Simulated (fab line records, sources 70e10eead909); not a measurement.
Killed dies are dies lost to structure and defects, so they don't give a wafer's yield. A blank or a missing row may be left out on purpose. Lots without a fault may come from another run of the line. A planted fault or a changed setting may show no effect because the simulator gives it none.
fab line records | flow nand_harc | part 2 of 2: steps 5 to 6 of 6
record lots=24 wafers=72 last_day=34
route steps=1302 shown A_CHANNEL_FILL_D2@633 A_STAIRCASE@667
lots that met no fault: from a run of the same line without faults
start_h: hours from the record's first day to the start of the lot's first wafer shown | wait_h: hours since the lot's step before | " the same as in the row above | L1.1+2: a row that stands for several wafers | - no value, or no start given | * or withheld: withheld | < > ~ a bound
route shown NAME@n: a module of which the file shows steps, and the number in the route of the first | usual: mean/standard deviation of fault-free wafers | same: alike in all rows | chamber/n: place in a boat | sites: the reading at each site | _std_site: their standard deviation | _edge_site: outer sites' mean less inner sites' | radius_mm: how far each site lies from the wafer's centre | mask NAME#n: copy n | behind: the tool/chamber that last shaped the wafer | hold: why the lot was held/for how many hours/how that ended | device: the transistor (n, p or np) that didn't switch | end of line: the same wafers' tests at the end of the route | a step without rows: its recipe alone | killed: dies lost to structure and defects at the first sort, not the wafer's yield | map: a wafer's dies, x killed, . not, _ none there
set.NAME: the setting as run; set.NAME@STEP: as run at that earlier step | model.NAME: the simulator's own value behind a step, which no gauge read
steps of the route over a sample of lots; a table a step, a row a wafer
services: from which hour (start_h, from the record's first day; less than 0 if before it) a tool's chamber was out of use, for how many hours, and why
## steps
# step NHARC_A_STAIRCASE_ETCH_192
# recipe target_depth_a=1000 time_s=40.5 ion_energy_ev=400 c4f8_flow_sccm=20 o2_flow_sccm=10 ar_flow_sccm=withheld rf_w=600 bias_w=1000 chemistry=C4F8/O2
# usual oes_product_au=0.942/0.011 rf_vpp_V=894/5.1
# columns lot.wafer tool chamber start_h wait_h oes_product_au rf_hours_counter_h rf_vpp_V
L074.1 rie_diel-03 3 - - 0.948 18 894
L074.4 " 0 " " 0.932 22 897
L074.2 " 1 " " 0.934 19 887
L075.3 rie_diel-11 1 - - 0.937 40 888
L075.6 " 1 " " 0.937 - 886
L075.5 " 2 " " 0.946 - 892
L076.4 rie_diel-02 1 - - 0.959 51 906
L076.5 " 2 " " 0.946 - 895
L076.6 " 3 " " 0.947 - 892
L077.1 rie_diel-02 1 - - 0.939 53 905
L077.3 " 3 " " 0.971 53 893
L077.2 " 0 " " 0.942 53 898
L078.4 rie_diel-11 1 - - 0.954 50 887
L078.1 " 3 " " 0.952 50 889
L078.2 " 0 " " 0.937 46 892
L079.2 rie_diel-11 1 - - 0.942 52 889
L079.6 " 1 " " 0.953 - 888
L079.5 " 0 " " 0.932 - 894
L080.3 rie_diel-02 3 - - 0.939 7 893
L080.4 " 0 " " 0.941 7 897
L080.5 " 3 " " 0.936 - 892
L081.1 rie_diel-02 1 - - 0.938 9 903
L081.3 " 2 " " 0.940 9 896
L081.5 " 3 " " 0.961 - 893
L084.2 rie_diel-03 3 - - 0.946 51 893
L084.6 " 3 " " 0.946 - 893
L084.5 " 0 " " 0.927 - 896
L082.4 rie_diel-02 0 - - 0.949 13 896
L082.1 " 1 " " 0.930 13 905
L082.5 " 2 " " 0.935 - 895
L083.4 rie_diel-11 0 - - 0.939 4 892
L083.2 " 1 " " 0.959 9 887
L083.3 " 2 " " 0.944 10 892
L086.2 rie_diel-11 0 - - 0.933 7 894
L086.1 " 1 " " 0.954 13 887
L086.5 " 2 " " 0.962 - 891
L085.2 rie_diel-03 2 - - 0.949 5 895
L085.1 " 3 " " 0.949 5 893
L085.4 " 1 " " 0.925 6 906
L087.1 rie_diel-03 2 - - 0.947 6 896
L087.4 " 3 " " 0.936 6 892
L087.6 " 0 " " 0.924 - 896
L088.4 rie_diel-02 0 - - 0.928 35 897
L088.6 " 1 " " 0.916 - 903
L088.5 " 2 " " 0.923 - 896
L089.3 rie_diel-11 2 - - 0.945 19 890
L089.6 " 1 " " 0.954 - 886
L089.4 " 2 " " 0.943 - 891
L091.1 rie_diel-03 3 - - 0.950 18 893
L091.3 " 0 " " 0.936 21 897
L091.2 " 1 " " 0.947 24 907
L090.2 rie_diel-11 1 - - 0.950 29 886
L090.1 " 3 " " 0.931 27 890
L090.6 " 3 " " 0.936 - 889
L092.4 rie_diel-02 1 - - 0.934 44 904
L092.1 " 3 " " 0.942 48 891
L092.5 " 1 " " 0.939 - 904
L093.3 rie_diel-02 0 - - 0.944 55 894
L093.4 " 2 " " 0.950 51 894
L093.2 " 3 " " 0.938 54 891
L094.3 rie_diel-02 1 - - 0.936 52 904
L094.2 " 2 " " 0.936 52 893
L094.5 " 1 " " 0.927 - 904
L096.2 rie_diel-11 0 - - 0.929 24 893
L096.5 " 2 " " 0.945 - 891
L096.4 " 1 " " 0.948 - 885
L095.3 rie_diel-03 2 - - 0.947 39 893
L095.1 " 3 " " 0.934 32 892
L095.6 " 2 " " 0.938 - 895
L097.4 rie_diel-02 2 - - 0.949 5 896
L097.1 " 3 " " 0.944 6 892
L097.3 " 0 " " 0.939 4 897
# step NHARC_A_STAIRCASE_TRIM_193
# recipe time_s=211.2 o2_flow_sccm=500 ar_flow_sccm=0 bias_w=0 chemistry=O2
# usual drypump_motor_current_A=5.5/0.43 oes_product_au=0.997/0.01 rf_vpp_V=57.7/0.99 showerhead_plenum_p_Torr=3.48/0.14 throttle_valve_pct=17.036/0.01
# columns lot.wafer tool chamber start_h wait_h drypump_motor_current_A oes_product_au rf_hours_counter_h rf_vpp_V showerhead_plenum_p_Torr throttle_valve_pct
L074.1 rie_diel-03 1 - - 5.8 0.986 19 55.9 3.28 17.049
L074.2 " 2 " " 5.5 0.993 20 57.8 3.53 17.033
L074.4 " 3 " " 5.1 0.989 18 56.5 3.47 17.048
L075.3 rie_diel-11 3 - - 5.9 0.994 36 58.7 3.37 17.044
L075.6 " 1 " " 5.6 1.001 - 58.0 3.30 17.032
L075.5 " 2 " " 5.3 0.999 - 56.5 3.40 17.029
L076.4 rie_diel-02 0 - - 5.2 0.996 50 56.9 3.57 17.032
L076.6 " 2 " " 5.0 0.994 - 57.7 3.52 17.028
L076.5 " 3 " " 5.2 1.010 - 56.6 3.45 17.057
L077.2 rie_diel-02 2 - - 4.9 1.000 52 57.1 3.52 17.041
L077.3 " 0 " " 5.2 0.992 53 58.5 3.56 17.046
L077.1 " 1 " " 6.2 0.990 53 58.4 3.78 17.025
L078.2 rie_diel-11 3 - - 5.8 0.986 50 58.3 3.37 17.020
L078.1 " 1 " " 5.6 0.992 50 55.8 3.29 17.044
L078.4 " 2 " " 5.3 0.998 54 56.5 3.40 17.036
L079.2 rie_diel-11 2 - - 5.3 1.002 56 58.1 3.40 17.032
L079.5 " 1 " " 5.6 1.001 - 56.1 3.29 17.023
L079.6 " 0 " " 6.3 0.995 - 56.4 3.45 17.037
L080.4 rie_diel-02 2 - - 5.0 0.985 7 57.1 3.51 17.048
L080.3 " 3 " " 5.3 1.007 7 59.4 3.44 17.045
L080.5 " 3 " " 5.3 1.014 - 56.8 3.44 17.017
L081.1 rie_diel-02 1 - - 6.2 1.000 9 58.3 3.77 17.035
L081.3 " 2 " " 4.9 0.996 9 57.5 3.51 17.028
L081.5 " 0 " " 5.2 0.996 - 58.9 3.56 17.040
L084.2 rie_diel-03 2 - - 5.5 0.999 50 57.4 3.51 17.022
L084.6 " 0 " " 6.1 0.985 - 59.6 3.53 17.040
L084.5 " 1 " " 5.8 0.992 - 57.1 3.26 17.022
L082.4 rie_diel-02 2 - - 5.0 0.996 14 56.6 3.51 17.035
L082.1 " 3 " " 5.2 1.008 13 59.0 3.44 17.032
L082.5 " 2 " " 5.0 0.998 - 58.0 3.51 17.040
L083.4 rie_diel-11 2 - - 5.3 1.002 10 58.4 3.39 17.029
L083.3 " 3 " " 5.9 1.001 10 58.4 3.36 17.048
L083.2 " 0 " " 6.3 0.996 4 57.2 3.44 17.051
L086.1 rie_diel-11 0 - - 6.4 0.998 7 57.2 3.44 17.034
L086.2 " 2 " " 5.3 1.002 13 55.5 3.39 17.031
L086.5 " 0 " " 6.4 0.995 - 56.2 3.44 17.038
L085.2 rie_diel-03 2 - - 5.5 0.997 5 57.3 3.51 17.037
L085.4 " 3 " " 5.1 1.002 5 57.6 3.45 17.021
L085.1 " 0 " " 6.1 0.982 7 58.1 3.53 17.029
L087.1 rie_diel-03 0 - - 6.1 0.983 8 57.3 3.53 17.030
L087.4 " 1 " " 5.8 0.978 8 57.8 3.80 17.044
L087.6 " 2 " " 5.5 0.995 - 58.3 3.51 17.037
L088.4 rie_diel-02 0 - - 5.2 1.008 35 57.5 3.54 17.033
L088.5 " 2 " " 4.9 0.999 - 57.3 3.50 17.025
L088.6 " 3 " " 5.2 1.003 - 57.8 3.43 17.037
L089.3 rie_diel-11 1 - - 5.6 1.019 23 58.2 3.28 17.052
L089.6 " 3 " " 5.9 0.992 - 59.2 3.35 17.031
L089.4 " 1 " " 5.6 1.012 - 57.5 3.28 17.042
L091.3 rie_diel-03 0 - - 6.1 0.978 21 57.7 3.52 17.032
L091.2 " 2 " " 5.5 1.008 20 57.5 3.50 17.019
L091.1 " 3 " " 5.1 1.006 18 57.8 3.44 17.029
L090.2 rie_diel-11 1 - - 5.6 1.017 29 56.6 3.27 17.039
L090.1 " 2 " " 5.3 1.010 24 57.8 3.38 17.027
L090.6 " 1 " " 5.6 1.016 - 57.3 3.27 17.035
L092.4 rie_diel-02 1 - - 6.2 0.979 44 57.3 3.75 17.039
L092.1 " 3 " " 5.3 0.995 48 57.3 3.42 17.025
L092.5 " 1 " " 6.2 0.983 - 58.2 3.75 17.030
L093.2 rie_diel-02 2 - - 4.9 0.992 51 57.4 3.49 17.030
L093.4 " 3 " " 5.2 0.994 54 57.9 3.42 17.053
L093.3 " 0 " " 5.3 0.997 55 57.8 3.53 17.041
L094.3 rie_diel-02 0 - - 5.3 0.995 56 55.1 3.53 17.026
L094.2 " 2 " " 5.0 0.996 52 58.3 3.49 17.031
L094.5 " 3 " " 5.2 1.001 - 56.7 3.41 17.031
L096.2 rie_diel-11 2 - - 5.3 1.005 39 57.7 3.37 17.056
L096.5 " 2 " " 5.3 1.014 - 58.3 3.37 17.057
L096.4 " 0 " " 6.3 0.986 - 56.9 3.43 17.033
L095.3 rie_diel-03 1 - - 5.8 0.978 41 58.5 3.79 17.042
L095.1 " 2 " " 5.5 0.990 39 57.1 3.49 17.030
L095.6 " 2 " " 5.5 0.994 - 59.0 3.49 17.043
L097.4 rie_diel-02 3 - - 5.2 0.997 6 58.0 3.41 17.015
L097.3 " 0 " " 5.2 0.998 4 57.1 3.53 17.032
L097.1 " 2 " " 4.9 0.995 5 58.2 3.48 17.020
## services
# columns tool chamber start_h hours kind
rie_diel-02 - 337.92 0.8 repair
cmp-04 - 338.34 0.8 repair
rie_diel-03 3 346.62 14.6 repair
rie_diel-03 2 347.41 6.0 repair
rie_diel-02 2 361.41 9.9 repair
cmp-01 - 376.80 0.9 repair
cmp-01 - 381.69 4.0 pm
rie_diel-02 - 394.39 9.0 pm
rie_diel-11 3 417.39 4.8 repair
rie_diel-11 - 432.53 9.0 pm
rie_diel-03 - 459.14 9.0 pm
cmp-01 - 479.69 4.0 pm
cmp-01 - 487.69 0.6 repair
rie_diel-03 0 489.02 4.1 repair
cmp-01 - 496.44 8.6 repair
rie_diel-02 - 504.80 1.1 repair
rie_diel-11 - 507.07 1.6 repair
cmp-01 - 517.23 0.9 repair
rie_diel-03 3 547.96 7.7 repair
cmp-01 - 550.78 0.2 repair
rie_diel-11 3 571.25 4.8 repair
rie_diel-02 - 571.39 9.0 pm
cmp-01 - 576.48 2.2 repair
rie_diel-11 3 579.37 5.2 repair
